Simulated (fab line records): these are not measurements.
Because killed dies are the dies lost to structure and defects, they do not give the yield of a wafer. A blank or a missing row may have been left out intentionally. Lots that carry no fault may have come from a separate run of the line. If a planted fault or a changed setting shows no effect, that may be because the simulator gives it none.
fab line records	flow n5-finfet
[record] lots = 6	wafers = 17	last-day = 18
route steps=1938 shown BEOL_M14@1751 PASSIVATION@1936
lots that met no fault: from a run of the same line without faults
start-h: hours from the record's first day to the start of the lot's first wafer shown	wait-h: hours elapsed since this lot's preceding step	" as in the row above	L1.1+2: several wafers, shown together as one row	- no value, or no start given	* or withheld: withheld	< > ~ a bound
route shown NAME@n: a module of which the file shows steps, and the number in the route of the first	usual: mean and standard deviation over wafers with no fault	same: alike in all rows	chamber/n: place in a boat	sites: per-site readings	_std_site: the values' standard deviation	_edge_site: the outer-site mean with the inner-site mean subtracted	radius-mm: how far each site lies from the wafer's centre	mask NAME#n: copy n	behind: tool/chamber where the wafer was last shaped	hold: the reason the lot was held/the length of the hold in hours/how it ended	device: names the non-switching transistor (n, p or np)	end of line: tests of these same wafers at the route's end	a step without rows: its recipe alone	killed: dies lost to structure and defects at the first sort, not the wafer's yield	map: dies across one wafer; x = killed, . = not, _ = none there
set.NAME: setting as actually run; set.NAME@STEP: the setting as run at that earlier step	model.NAME: the simulator's own value behind a step, which no gauge read
certain route steps with their lots: each step a table, each wafer a row
services: a tool's chamber out of use, with start hour (start-h, from the record's first day; less than 0 if before it), hours out, and reason
[[steps]]
[step N5_BEOL_M14_ETCH_68]
[recipe] chemistry = N2/H2	target = SOC	mask-material = SiARC	source-w = 3000	bias-w = 350	temp-c = 40	time-s = 450	ion-energy-ev = 200	pressure-mtorr = 30	n2-flow-sccm = 200	h2-flow-sccm = 200
[step N5_BEOL_M14_STRIP_69]
[recipe] chemistry = N2/H2	temp-c = 40	n2-flow-sccm = 200	h2-flow-sccm = 200	rf-frequency-hz = 6e+07
[step N5_BEOL_M14_TRENCH_ETCH_34]
[recipe] chemistry = C4F8/O2/Ar	target = SiO2	target-depth-a = 5566.5	mask-material = SOC	he-inner-torr = 15	he-outer-torr = 30	time-s = 126.9	ion-energy-ev = 800	pressure-mtorr = 20	source-w = 1905	bias-w = 2040	Ar_flow_sccm = 400	C4F8_flow_sccm = 16	O2_flow_sccm = 12
[usual] drypump-motor-current-A = 5.68/0.29	oes_ar_750_au = 0.81/0.081	oes_f_703_au = 0.82/0.085	oes-product-au = 0.82/0.085	rf-vpp-V = 2217/32	showerhead-plenum-p-Torr = 3.44/0.12	throttle-valve-pct = 31.05/0.27
lot.wafer	tool	chamber	start-h	wait-h	drypump-motor-current-A	oes_ar_750_au	oes_f_703_au	oes-product-au	rf-hours-counter-h	rf-vpp-V	showerhead-plenum-p-Torr	throttle-valve-pct
L920.3	rie-diel-03	1	301.37	0.0	5.39	0.98	0.98	0.99	2	2273	3.67	31.29
L920.4	"	1	"	"	5.40	0.98	0.99	0.99	-	2273	3.67	31.29
L920.5	"	3	"	"	5.59	0.81	0.82	0.81	-	2186	3.48	31.11
L928.1	rie-diel-05	0	339.45	0.0	5.80	0.70	0.71	0.71	234	2210	3.35	30.54
L928.4	"	2	"	"	5.86	0.86	0.87	0.84	77	2221	3.34	31.36
L928.6	"	2	"	"	5.87	0.85	0.87	0.85	-	2223	3.34	31.37
L926.3	rie-diel-05	3	341.04	0.0	5.30	0.84	0.86	0.86	68	2214	3.32	31.13
L926.6	"	3	"	"	5.28	0.85	0.85	0.85	-	2214	3.32	31.12
L931.1	rie-diel-05	0	351.61	0.0	5.82	0.69	0.71	0.71	238	2209	3.35	30.54
L931.3	"	3	"	"	5.29	0.83	0.85	0.86	71	2215	3.31	31.13
L931.5	"	2	"	"	5.88	0.84	0.86	0.85	-	2220	3.33	31.39
L937.2	rie-diel-05	0	404.04	0.0	5.78	0.95	0.96	0.96	4	2209	3.34	30.47
L937.3	"	1	"	"	5.86	0.78	0.76	0.79	121	2205	3.49	30.97
L937.6	"	3	"	"	5.28	0.81	0.83	0.82	-	2216	3.30	31.14
L936.4	rie-diel-05	3	412.51	0.0	5.31	0.80	0.83	0.82	95	2214	3.30	31.13
L936.5	"	2	"	"	5.86	0.83	0.85	0.83	-	2221	3.32	31.40
L936.6	"	1	"	"	5.84	0.77	0.76	0.79	-	2205	3.49	30.97
[step N5_BEOL_M14_STRIP_70]
[recipe] chemistry = C4F8/O2/Ar	resist = SiARC	rf-frequency-hz = 6e+07
[step N5_BEOL_M14_OCD_MEAS_35]
[usual] trench-depth-nm = 572/17
lot.wafer	tool	chamber	start-h	wait-h	trench-depth-nm
L920.3	ocd-01	-	301.53	0.0	578
L920.4	"	-	"	"	576
L920.5	"	-	"	"	592
L928.1	ocd-01	-	339.62	0.0	563
L928.4	"	-	"	"	579
L928.6	"	-	"	"	581
L926.3	ocd-01	-	341.20	0.0	592
L926.6	"	-	"	"	590
L931.1	ocd-01	-	351.77	0.0	563
L931.3	"	-	"	"	595
L931.5	"	-	"	"	588
L937.2	ocd-01	-	404.20	0.0	559
L937.3	"	-	"	"	563
L937.6	"	-	"	"	582
L936.4	ocd-01	-	412.67	0.0	579
L936.5	"	-	"	"	582
L936.6	"	-	"	"	560
[step N5_BEOL_M14_STRIP_37]
[recipe] chemistry = O2	power-w = 600	temp-c = 60	pressure-mtorr = 30	rf-frequency-hz = 6e+07	bias-power-w = 0	overash-fraction = 0.3	o2-flow-sccm = 225
[usual] drypump-motor-current-A = 5.7/0.32	oes-product-au = 0.79/0.085	rf-vpp-V = 3.7/1	showerhead-plenum-p-Torr = 2.11/0.08	throttle-valve-pct = 16.70/0.17
lot.wafer	tool	chamber	start-h	wait-h	drypump-motor-current-A	oes-product-au	rf-hours-counter-h	rf-vpp-V	showerhead-plenum-p-Torr	throttle-valve-pct
L920.3	rie-diel-01	1	302.39	0.9	5.9	0.74	153	4.2	2.21	16.77
L920.4	"	1	"	"	5.9	0.76	-	3.6	2.21	16.72
L920.5	"	2	"	"	6.2	0.89	-	5.1	2.11	16.59
L928.1	rie-diel-01	1	342.44	2.8	5.9	0.73	171	3.8	2.20	16.79
L928.4	"	0	"	"	6.2	0.73	184	3.7	2.07	16.78
L928.6	"	0	"	"	6.2	0.72	-	2.9	2.07	16.79
L926.3	rie-diel-01	0	343.43	2.2	6.2	0.74	185	3.7	2.07	16.77
L926.6	"	3	"	"	5.1	0.85	-	3.2	2.21	16.44
L931.1	rie-diel-03	1	354.76	3.0	5.4	0.90	22	4.5	2.22	16.61
L931.3	"	3	"	"	5.6	0.76	129	3.3	2.10	16.63
L931.5	"	2	"	"	5.8	0.70	-	3.5	1.98	16.78
L937.2	rie-diel-01	1	406.61	2.4	5.9	0.72	189	3.8	2.20	16.81
L937.3	"	0	"	"	6.2	0.72	199	3.3	2.06	16.84
L937.6	"	1	"	"	5.9	0.72	-	6.5	2.19	16.83
L936.4	rie-diel-03	3	416.05	3.4	5.6	0.75	-	2.7	2.09	16.67
L936.5	"	1	"	"	5.4	0.86	-	3.0	2.21	16.68
L936.6	"	0	"	"	5.5	0.96	-	3.8	2.14	16.76
[step N5_BEOL_M14_ETCH_38]
[recipe] chemistry = CF4/N2	target = SiCN	target-depth-a = 1065	taper-deg = 2	time-s = 120.6	ion-energy-ev = 150	mask-material = SiO2	pressure-mtorr = 40	source-w = 430	bias-w = 70	Ar_flow_sccm = 100	cf4-flow-sccm = 60	n2-flow-sccm = 60
[step N5_BEOL_M14_PRECLEAN_39]
[recipe] chemistry = residue-remover	time-s = 60	temp-c = 40
[step N5_BEOL_M14_SRD_40]
[recipe] time-s = 30	temp-c = 23	rinse-liquid = diw	dry = n2-spin	spin-rpm = 1500	dry-time-s = 30
[step N5_BEOL_M14_DEGAS_41]
[recipe] ambient = vacuum	temp-c = 300	time-s = 60
[usual] heater-power-w = 470/31	susceptor-temp-C = 300.00/0.19
lot.wafer	tool	chamber	start-h	wait-h	heater-power-w	susceptor-temp-C
L920.3	pvd-sputter-03	-	302.86	0.2	475	300.01
L920.4	"	-	"	"	432	299.93
L920.5	"	-	"	"	459	299.92
L928.1	pvd-sputter-02	-	343.14	0.5	455	300.06
L928.4	"	-	"	"	513	299.84
L928.6	"	-	"	"	434	299.88
L926.3	pvd-sputter-02	-	344.04	0.4	458	299.86
L926.6	"	-	"	"	493	299.77
L931.1	pvd-sputter-03	-	355.41	0.4	439	299.80
L931.3	"	-	"	"	469	299.96
L931.5	"	-	"	"	471	299.96
L937.2	pvd-sputter-01	-	407.16	0.3	490	300.06
L937.3	"	-	"	"	515	299.95
L937.6	"	-	"	"	478	300.34
L936.4	pvd-sputter-02	-	416.50	0.2	464	299.91
L936.5	"	-	"	"	481	299.86
L936.6	"	-	"	"	457	300.08
[step N5_BEOL_M14_PRE_CLEAN_42]
[recipe] gas = H2/He	time-s = 30	temp-c = 300
[step N5_BEOL_M14_SPUTTER_43]
[recipe] material = TaN	target-thk-a = 150	temp-c = 50	bias-v = 168.6	power-w = 15000	chamber-pressure-pa = 0.12	time-s = 24.19
[step N5_BEOL_M14_SPUTTER_44]
[recipe] material = Ta	target-thk-a = 150	temp-c = 50	bias-v = 80	power-w = 15000	chamber-pressure-pa = 0.07	time-s = 24.19
[usual] susceptor-temp-C = 50.00/0.12	throttle-valve-pct = 30.6/0.85
lot.wafer	tool	chamber	start-h	wait-h	susceptor-temp-C	throttle-valve-pct	model.Ta_of_BEOL_M14_SPUTTER_44.thk-nm
L920.3	pvd-sputter-03	-	303.02	0.0	50.03	29.0	14.8
L920.4	"	-	"	"	49.98	31.4	14.6
L920.5	"	-	"	"	50.18	29.2	14.8
L928.1	pvd-sputter-02	-	343.30	0.0	-	30.7	8.2
L928.4	"	-	"	"	50.18	30.7	14.8
L928.6	"	-	"	"	-	30.0	8.4
L926.3	pvd-sputter-02	-	344.20	0.0	50.01	30.6	14.8
L926.6	"	-	"	"	-	30.4	8.4
L931.1	pvd-sputter-03	-	355.57	0.0	49.98	31.2	14.8
L931.3	"	-	"	"	50.25	29.8	15.2
L931.5	"	-	"	"	50.16	29.4	15
L937.2	pvd-sputter-01	-	407.32	0.0	50.00	30.6	15
L937.3	"	-	"	"	50.14	30.0	15.4
L937.6	"	-	"	"	49.82	30.4	15
L936.4	pvd-sputter-02	-	416.66	0.0	50.00	30.6	14.8
L936.5	"	-	"	"	49.87	30.6	14.8
L936.6	"	-	"	"	50.11	30.6	14.4
[step N5_BEOL_M14_SPUTTER_45]
[recipe] material = Cu	target-thk-a = 1000	temp-c = -20	bias-v = 60	power-w = 26000	chamber-pressure-pa = 0.13	time-s = 16.67
[usual] susceptor-temp-C = -19.99/0.11	throttle-valve-pct = 30.6/0.84
lot.wafer	tool	chamber	start-h	wait-h	susceptor-temp-C	throttle-valve-pct
L920.3	pvd-sputter-03	-	303.10	0.0	-20.10	29.1
L920.4	"	-	"	"	-19.78	31.1
L920.5	"	-	"	"	-20.03	28.7
L928.1	pvd-sputter-02	-	343.38	0.0	-20.30	30.5
L928.4	"	-	"	"	-19.87	30.3
L928.6	"	-	"	"	-19.96	29.5
L926.3	pvd-sputter-02	-	344.28	0.0	-19.94	30.8
L926.6	"	-	"	"	-19.91	30.3
L931.1	pvd-sputter-03	-	355.65	0.0	-20.11	31.3
L931.3	"	-	"	"	-19.86	29.5
L931.5	"	-	"	"	-19.88	29.8
L937.2	pvd-sputter-01	-	407.40	0.0	-19.89	30.3
L937.3	"	-	"	"	-19.86	30.2
L937.6	"	-	"	"	-19.87	30.2
L936.4	pvd-sputter-02	-	416.74	0.0	-20.21	30.4
L936.5	"	-	"	"	-19.98	30.6
L936.6	"	-	"	"	-19.94	30.8
[step N5_BEOL_M14_ECD_47]
[recipe] material = Cu	target-thk-a = 12480
[step N5_BEOL_M14_ANNEAL_48]
[recipe] temp-c = 225	time-s = 90	ambient = N2
[usual] wafer_temp_C_max = 225.83/0.23
lot.wafer	tool	chamber	start-h	wait-h	wafer_temp_C_max
L920.3	rtp-anneal-01	0	304.44	0.8	225.70
L920.4	"	0	"	"	226.28
L920.5	"	0	"	"	225.45
L928.1	rtp-anneal-01	0	343.69	0.1	226.02
L928.4	"	0	"	"	225.63
L928.6	"	0	"	"	225.89
L926.3	rtp-anneal-01	0	344.70	0.2	225.54
L926.6	"	0	"	"	225.59
L931.1	rtp-anneal-01	0	356.32	0.5	226.11
L931.3	"	0	"	"	226.73
L931.5	"	0	"	"	226.14
L937.2	rtp-anneal-01	0	408.24	0.7	225.91
L937.3	"	0	"	"	225.91
L937.6	"	0	"	"	225.93
L936.4	rtp-anneal-01	0	417.19	0.2	225.80
L936.5	"	0	"	"	225.53
L936.6	"	0	"	"	226.24
[step N5_BEOL_M14_CMP_49]
[recipe] stop-on = SiO2	t-overpolish-s = 5.2	down-force-psi = 2	platen-rpm = 80	clearing-platen-down-force-psi = 2	clearing-platen-rpm = 80	post-cmp-clean = cu-alkaline	target-thk-nm = 560	clearing-platen-pad-velocity-m-s = 1.5917	pad-velocity-m-s = 1.5917
[usual] barrier-field-endpoint-s = 11.3/0.33	clearing-platen-rpm = 80.00/0.045	motor-current-A = 8.1/0.87	pad-life-wafers = 801/580
lot.wafer	tool	chamber	start-h	wait-h	barrier-field-endpoint-s	clearing-platen-rpm	motor-current-A	pad-life-wafers
L920.3	cmp-02	1	304.66	0.2	11.7	80.01	7.9	504
L920.4	"	0	"	"	11.6	80.02	8.1	507
L920.5	"	1	"	"	11.5	80.02	7.2	-
L928.4	cmp-01	0	344.06	0.2	11.2	80.00	6.9	398
L928.1	"	1	"	"	8.5	80.01	9.8	399
L928.6	"	3	"	"	9.0	79.96	7.8	-
L926.3	cmp-02	2	344.98	0.2	11.6	80.05	9.2	842
L926.6	"	0	"	"	9.0	79.99	7.9	-
L931.3	cmp-03	0	356.67	0.2	10.8	79.99	9.3	1663
L931.1	"	1	"	"	11.7	79.94	8.2	1664
L931.5	"	0	"	"	10.8	79.92	9.7	-
L937.2	cmp-02	2	408.49	0.2	11.4	80.06	8.6	1272
L937.3	"	3	"	"	11.6	79.98	6.8	1273
L937.6	"	3	"	"	11.6	79.96	7.2	-
L936.4	cmp-02	1	417.43	0.2	11.8	80.00	7.2	1346
L936.5	"	3	"	"	11.8	80.06	7.3	-
L936.6	"	0	"	"	11.1	80.04	7.5	-
[step N5_BEOL_M14_THK_MEAS_50]
[recipe] thk-meas-gauge = xrf	reads = Cu_of_BEOL_M14_ECD_47
[usual] M14_THK = 571/18
lot.wafer	tool	chamber	start-h	wait-h	M14_THK[nm]
L920.3	film-metro-02	-	304.95	-	581
L920.4	"	-	"	"	579
L920.5	"	-	"	"	595
L928.1	film-metro-01	-	344.28	-	568
L928.4	"	-	"	"	576
L928.6	"	-	"	"	584
L926.3	film-metro-01	-	345.21	-	583
L926.6	"	-	"	"	585
L931.1	film-metro-01	-	356.93	-	561
L931.3	"	-	"	"	588
L931.5	"	-	"	"	581
L937.2	film-metro-02	-	408.78	-	561
L937.3	"	-	"	"	566
L937.6	"	-	"	"	585
L936.4	film-metro-02	-	417.65	-	586
L936.5	"	-	"	"	587
L936.6	"	-	"	"	564
[step N5_PASSIVATION_PROBE_49]
[usual] defect-limited-yield = 90.5/1.7	killed_at_M0_to_M3 = 37/12	killed_at_M4_up = 14/5.2	killed-at-contacts = 12/5.9	killed-at-front-end = 45/14	killed-at-other = 3.5/2.8	killed-dies = 112/21	killed-on-rim = 15/4.5	killed-open = 73/15	killed-short = 36/8.9	sort_bin_5_function = 5.6/1.2	sort_bin_6_memory = 3.5/0.68	sort_bin_8_speed = 0.01/0.1	sort-n-pass = 1068/21	sort-yield-pct = 90.5/1.8
[same] gross-dies = 1180	killed-at-back-side = 0	sort_bin_4_leakage[%] = 0
lot.wafer	tool	chamber	start-h	wait-h	defect-limited-yield[%]	killed_at_M0_to_M3	killed_at_M4_up	killed-at-contacts	killed-at-front-end	killed-at-other	killed-dies	killed-on-rim	killed-open	killed-short	sort_bin_5_function[%]	sort_bin_6_memory[%]	sort_bin_8_speed[%]	sort-n-pass	sort-yield-pct[%]
L920.3	prober-02	-	324.37	0.1	90.7	52	15	11	29	3	110	12	69	40	4.8	4.2	0	1070	90.7
L920.4	prober-02	-	324.42	0.2	87.3	66	18	14	46	6	150	22	80	67	8.2	4.2	0	1030	87.3
L937.2	prober-01	-	438.10	0.1	92.5	38	13	6	26	6	89	12	63	26	3.7	3.4	0	1091	92.5
L937.3	prober-01	-	438.15	0.1	90.8	24	17	11	49	7	108	11	75	32	5.1	3.6	0	1072	90.8
L937.6	prober-01	-	438.30	0.3	90.3	48	21	12	34	0	115	11	72	40	4.8	4.5	0	1065	90.3
// killed by level:class
L920.3 BEOL_M3:geometric-particle:open=17 BEOL_M0_SAQP:geometric-particle:short=15 MOL_CONTACT_COAG:geometric-particle:open=9 FIN_SAQP:geometric-particle:open=5 BEOL_M0_SAQP:geometric-particle:open=5 BEOL_M4:geometric-particle:open=5 STARTING-WAFER:geometric-particle:short=5 BEOL_M2:geometric-particle:open=4
L920.4 BEOL_M0_SAQP:geometric-particle:short=19 BEOL_M0_SAQP:geometric-particle:open=14 MOL_CONTACT_COAG:geometric-particle:open=9 DUMMY_GATE:geometric-particle:open=9 BEOL_M2:geometric-particle:open=8 BEOL_M3:geometric-particle:short=8 FIN_SAQP:geometric-particle:open=6 BEOL_M1:geometric-particle:short=6
L937.2 BEOL_M0:geometric-particle:open=8 BEOL_M2:geometric-particle:open=7 BEOL_M3:geometric-particle:open=6 STI_FIN_REVEAL:geometric-particle:open=5 MOL_CONTACT_COAG:geometric-particle:open=5 ILD0:geometric-particle:open=4 BEOL_M0_SAQP:geometric-particle:short=4 BEOL_M0_SAQP:geometric-particle:open=4
L937.3 STI_FIN_REVEAL:geometric-particle:open=12 MOL_CONTACT_COAG:geometric-particle:open=8 BEOL_M3:geometric-particle:open=8 BEOL_M4:geometric-particle:open=7 FIN_SAQP:geometric-particle:short=5 FIN_SAQP:geometric-particle:open=5 DUMMY_GATE:geometric-particle:open=5 BEOL_M0_SAQP:geometric-particle:open=5
L937.6 STI_FIN_REVEAL:geometric-particle:open=9 BEOL_M0_SAQP:geometric-particle:open=9 BEOL_M0:geometric-particle:open=9 BEOL_M4:geometric-particle:open=9 MOL_CONTACT_COAG:geometric-particle:open=8 BEOL_M1:geometric-particle:open=8 BEOL_M1:geometric-particle:short=7 FIN_SAQP:geometric-particle:short=6
[[services]]
tool	chamber	start-h	hours	kind
rie-diel-05	2	279.25	2.4	repair
rie-diel-05	0	287.52	1.8	repair
rie-diel-01	3	288.67	23.6	repair
pvd-sputter-02	-	288.91	7.9	repair
rie-diel-05	1	290.79	6.3	repair
cmp-01	-	292.93	4.0	pm
rie-diel-03	0	293.22	10.1	repair
cmp-03	-	299.54	3.2	repair
pvd-sputter-02	-	303.50	6.2	repair
cmp-01	-	308.10	1.2	repair
rie-diel-01	0	317.16	9.8	repair
cmp-03	-	317.38	4.6	repair
rie-diel-05	1	317.84	8.7	repair
rie-diel-03	0	336.21	4.9	repair
rie-diel-01	-	349.21	14.6	pm
rie-diel-03	3	359.58	7.1	repair
rie-diel-01	0	372.32	7.8	repair
rie-diel-05	0	376.89	-	clean
rie-diel-03	0	390.45	5.0	repair
rie-diel-01	-	394.50	2.8	pm
rie-diel-03	-	396.96	2.8	pm
cmp-03	-	399.58	0.6	repair
cmp-02	-	400.45	4.1	pm
cmp-03	-	417.24	4.0	pm
[[key]]
[first-sign] step = N5_BEOL_M14_CMP_49	reading = barrier-field-endpoint-s	direction = down	sigmas = 7.4	usual = 11.3	struck = 8.9
effect none on later readings
[model-effect] step = N5_BEOL_M14_SPUTTER_44	value = Ta_of_BEOL_M14_SPUTTER_44.thk-nm	without = 14.93	struck = 8.333
met-at N5_BEOL_M14_SPUTTER_44
struck-wafers L926.6,L928.1,L928.6
[fault] kind = process-parameter-drift	tool = pvd-sputter-02	chamber = -	onset-h = 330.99	steps = N5_BEOL_M14_SPUTTER_44	channel = time-s	offset = *	shape = step	end-h = 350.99	scope = struck-wafers-only	acts-in = *	stated = *
